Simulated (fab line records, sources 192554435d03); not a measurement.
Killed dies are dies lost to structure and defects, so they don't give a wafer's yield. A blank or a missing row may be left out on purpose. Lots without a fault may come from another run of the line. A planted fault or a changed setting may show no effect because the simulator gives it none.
Problem report in the 8D (eight disciplines) form, filled by code | flow n5_finfet | the parts of the form that need people (team, actions taken, sign-off) are left out

1. THE PROBLEM
etch_rf_on_time_s at N5_BEOL_M2_ETCH_63 reads a mean of 18.8 s on 2 wafers of 2 lots; wafers without a fault read 25.1 s with a standard deviation of 0.72. That is -8.8 standard deviations from the usual mean.
The step: etches SiARC in CF4, target depth 15.6 nm, time 26 s.
First seen on wafer L971.2, day 10 14:08, on rie_diel-05. The record holds 30 wafers of 10 lots with a number at this step. Rule for "out", or "out of limits": more than 4 standard deviations from the usual mean. The other wafers with a number count as sound.

2. WHAT IT IS AND WHAT IT IS NOT
question                    | is                | is not
which readings at this step | etch_rf_on_time_s | drypump_motor_current_A, oes_product_au, rf_vpp_V, showerhead_plenum_p_Torr, throttle_valve_pct
which lots                  | L971, L972        | L956, L958, L961, L967, L968, L973, L976, L979
which wafers of those lots  | L971.2, L972.5    | L971.4, L971.6, L972.1, L972.6
read on which tools         | rie_diel-05       | rie_diel-01, rie_diel-03
when                        | from day 10 14:08 | up to then (17 sound wafers); but 11 sound wafers of L972, L973, L976, L979 came after

3. SUSPECTS, AND WHAT RULES EACH OUT
Counting: a tool at a process step up to the reading stays a suspect if it ran every lot that is out. Sound lots after the first of them don't rule it out here, since some wafers of a struck lot are sound.
- rie_diel-05 at N5_BEOL_M2_ETCH_63 (etches SiARC in CF4, target depth 15.6 nm, time 26 s): kept. It ran every lot that is out, first L971 (day 10 14:08); its last sound lot up to then is L967 (day 9 18:03). Its own readings are out on those wafers: etch_rf_on_time_s.
- Within rie_diel-05 at N5_BEOL_M2_ETCH_63: the wafers that are out ran in chamber 0; their sound lot-mates ran in chambers 1, 3.
Left after counting: rie_diel-05 at N5_BEOL_M2_ETCH_63.

4. THE CAUSE (what the simulator had put in)
Process parameter drift: rie_diel-05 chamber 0, from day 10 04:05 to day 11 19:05, at N5_BEOL_M2_ETCH_63. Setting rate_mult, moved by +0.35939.
Counting left only this tool.

5. THE CHAIN OF EFFECTS, in route order
Each row: a reading whose mean over the struck wafers that have a number lies more than 3 standard deviations from the usual. Only readings for which the record gives a usual standard deviation are gone through. hours: the time from each lot's start at the first step in this table that gives one to its start at this step, as a median over the lots. sigmas: the change in usual standard deviations.
hours | step               | reading           | usual  | on struck wafers | change | sigmas
0     | N5_BEOL_M2_ETCH_63 | etch_rf_on_time_s | 25.1 s | 18.8             | -6.3   | -8.8
The process steps in it:
- N5_BEOL_M2_ETCH_63: etches SiARC in CF4, target depth 15.6 nm, time 26 s.
Later measuring or inspecting steps at which every struck wafer that the step has a row for has a number for every such reading, and none has moved that far: N5_BEOL_M4_RC_MEAS_101.

6. WHAT WOULD HAVE CAUGHT IT SOONER
In this record the first reading out of limits was taken at day 10 14:08, 10 hours after the fault began at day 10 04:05.
